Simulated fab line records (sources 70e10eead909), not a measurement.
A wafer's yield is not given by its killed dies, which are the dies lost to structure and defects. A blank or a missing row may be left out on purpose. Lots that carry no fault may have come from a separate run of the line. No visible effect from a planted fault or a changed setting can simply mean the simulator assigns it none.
Chamber matching	flow nand-harc	NHARC_A_BONDPAD_DEP_00 on pecvd-01 has 3 sister chambers
The step deposits SiCN, target thk 250 nm. 16 wafers are shown with their chamber, then 8 later ones without.

== EACH WAFER AND ITS CHAMBER ==
wafer	chamber	heater-power-w (W)	rf-fwd-power-W (W)	chamber-pressure-Torr (Torr)
L074.1	0	554	449.4	2.999
L074.2	2	554	450.8	2.984
L074.6	0	552	449.2	2.998
L075.1	2	537	449.2	3.009
L075.3	1	637	450.1	2.999
L075.6	0	503	446.6	3.009
L079.2	1	641	448.1	3.007
L079.5	2	510	449.4	3.003
L079.6	0	509	450.6	3.005
L082.1	0	527	447.6	2.995
L082.2	2	440	447.2	3.001
L082.4	2	474	448.8	2.999
L085.2	2	466	449.7	2.998
L085.4	0	544	448.5	2.991
L085.5	2	486	448.4	2.996
L089.3	1	558	451.8	3.001

SIGNATURES, as means of the wafers listed above
reading	chamber 0	chamber 1	chamber 2	scatter within a chamber
heater-power-w	531.50	612.00	495.29	35.8
rf-fwd-power-W	448.650	450.000	449.071	1.37
chamber-pressure-Torr	2.99950	3.00233	2.99857	0.00682
Rule: distance of a wafer from a chamber = root of the sum over the readings of ((wafer's reading minus chamber's mean) / reading's scatter) squared. If the next closest chamber is less than 2 further off than the closest, the wafer can't be placed; otherwise it belongs to the closest. The scatter: take each reading less its chamber's mean, square it, sum over the shown wafers, divide by the number of wafers less the number of chambers, and take the root.

== WAFERS WHOSE CHAMBER IS MISSING ==
wafer	heater-power-w (W)	rf-fwd-power-W (W)	chamber-pressure-Torr (Torr)
L089.5	469	451.3	2.994
L089.6	601	450.7	2.995
L092.1	573	448.8	2.995
L092.2	559	448.1	3.004
L092.4	554	449.4	3.002
L094.1	477	448.9	2.992
L094.4	471	449.7	3.000
L094.6	594	449.2	2.988

== EACH ONE'S CHAMBER ==
wafer	from the rows above	in truth
L089.5	can't be placed: 2 or 0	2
L089.6	can't be placed: 1 or 0 or 2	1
L092.1	can't be placed: 0 or 1 or 2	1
L092.2	can't be placed: 0 or 1 or 2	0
L092.4	can't be placed: 0 or 1 or 2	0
L094.1	can't be placed: 2 or 0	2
L094.4	can't be placed: 2 or 0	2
L094.6	can't be placed: 1 or 0 or 2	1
Correctly placed: 0 of 8. Unplaceable from these rows: 8, with the true chamber sitting among the candidates in 8. 0 placed wrongly.
